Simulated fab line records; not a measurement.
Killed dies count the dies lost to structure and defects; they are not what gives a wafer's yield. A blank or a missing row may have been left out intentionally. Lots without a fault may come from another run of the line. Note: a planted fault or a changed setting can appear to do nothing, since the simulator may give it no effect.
Split-lot trial | flow n5Finfet | 21 wafers read across 7 lots, on a route 1938 steps long

## ON THE SPLIT
At N5_WELL_APT_EXPOSE_22 (exposes mask PWELL, defocus 0 nm, target cd 200 nm), the setting doseMj was moved away from the recipe's 23.2 on 2 of the 21 wafers read, by -6.9% to +4.0%. All remaining wafers had this setting at the recipe value.

## FROM THE SPLIT TO THE READING: what the file shows between them, 3 steps
- N5_WELL_APT_PEB_23: peb time 90 s
- N5_WELL_APT_DEVELOP_24: develop time 45 s
- N5_WELL_APT_HARDBAKE_29: time 120 s

## THE READING
cdNm (nm) at N5_WELL_APT_CD_MEAS_25, where the cd target is 200 nm. A value of 199.3 nm with a standard deviation of 1.4 nm is what fault-free wafers of this fab line usually give.

wafer  | tool, chamber at the split | doseMj as run | against the recipe | cdNm, nm | against lot-mates on the recipe
L074.2 | krfScanner-02, 0           | 23.2          | recipe             | 199.4    | -
L074.4 | krfScanner-02, 0           | 23.2          | recipe             | 200.5    | -
L074.6 | krfScanner-02, 0           | 23.2          | recipe             | 202.2    | -
L076.1 | krfScanner-01, 0           | 23.2          | recipe             | 200.3    | -
L076.4 | krfScanner-01, 0           | 23.2          | recipe             | 201.5    | -
L076.6 | krfScanner-01, 0           | 23.2          | recipe             | 198.8    | -
L080.1 | krfScanner-01, 0           | 23.2          | recipe             | 199.1    | -
L080.4 | krfScanner-01, 0           | 21.61         | -6.9%              | 185.9    | -13.3
L080.5 | krfScanner-01, 0           | 23.2          | recipe             | 199.4    | -
L083.1 | krfScanner-02, 0           | 23.2          | recipe             | 200.3    | -
L083.3 | krfScanner-02, 0           | 23.2          | recipe             | 200.3    | -
L083.5 | krfScanner-02, 0           | 23.2          | recipe             | 201.0    | -
L089.1 | krfScanner-02, 0           | 23.2          | recipe             | 201.2    | -
L089.3 | krfScanner-02, 0           | 23.2          | recipe             | 198.2    | -
L089.5 | krfScanner-02, 0           | 23.2          | recipe             | 201.0    | -
L096.3 | krfScanner-02, 0           | 24.12         | +4.0%              | 206.7    | +6.3
L096.5 | krfScanner-02, 0           | 23.2          | recipe             | 200.4    | -
L096.6 | krfScanner-02, 0           | 23.2          | recipe             | 200.3    | -
L097.1 | krfScanner-01, 0           | 23.2          | recipe             | 197.3    | -
L097.2 | krfScanner-01, 0           | 23.2          | recipe             | 198.7    | -
L097.5 | krfScanner-01, 0           | 23.2          | recipe             | 197.8    | -

THE FIT
A straight line over all 21 wafers: cdNm changes by +1.96 nm for each +1% of doseMj; r = +0.94; the points scatter about the line by 1.3 nm.
The same after taking each lot's own level away (the mean of its wafers on the recipe; 21 wafers): +1.86 nm for each +1%; r = +0.96; scatter 0.92 nm.
That fit puts the effect of the largest move of doseMj on the reading at 13 nm.
Across the lots, their own levels run from 197.93 to 200.70 nm, a range of 2.0 times the standard deviation given above.
The two slopes are in agreement: the lot-to-lot level therefore moves the slope only a little.
Check: with one of the wafers moved furthest among these (-6.9%) left out of the fit, the line predicts -11 nm for it against its lot-mates. It came out at -13.3 nm against them.

## OTHER SPLITS ON THESE WAFERS
Other splits were also applied to these wafers ahead of the reading. Each is held against what the fit with the lots' levels taken away leaves over:
other split on the same wafers | wafers away from the commonest value | r with cdNm (lot level and that fit taken away)
N5_WELL_APT_COAT_02 spinRpm    | 6                                    | -0.14

## THE WHOLE CHAIN: every reading that the file lists as answering this split, in the file's order
step                   | what it does             | reading                                                        | change (the file's fit)              | r (the file's)
N5_WELL_APT_CD_MEAS_25 | target cd 200 nm         | cdNm                                                           | +1.86 nm for each +1% of the setting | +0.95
N5_WELL_APT_DESCUM_30  | chemistry O2, time 7.9 s | WELL_APT.cdNm (the simulator's own value, which no gauge read) | +1.83 nm for each +1% of the setting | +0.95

## THE FILE'S OWN FIT
cdNm changes by +1.86 nm for each +1% of doseMj, r = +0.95.
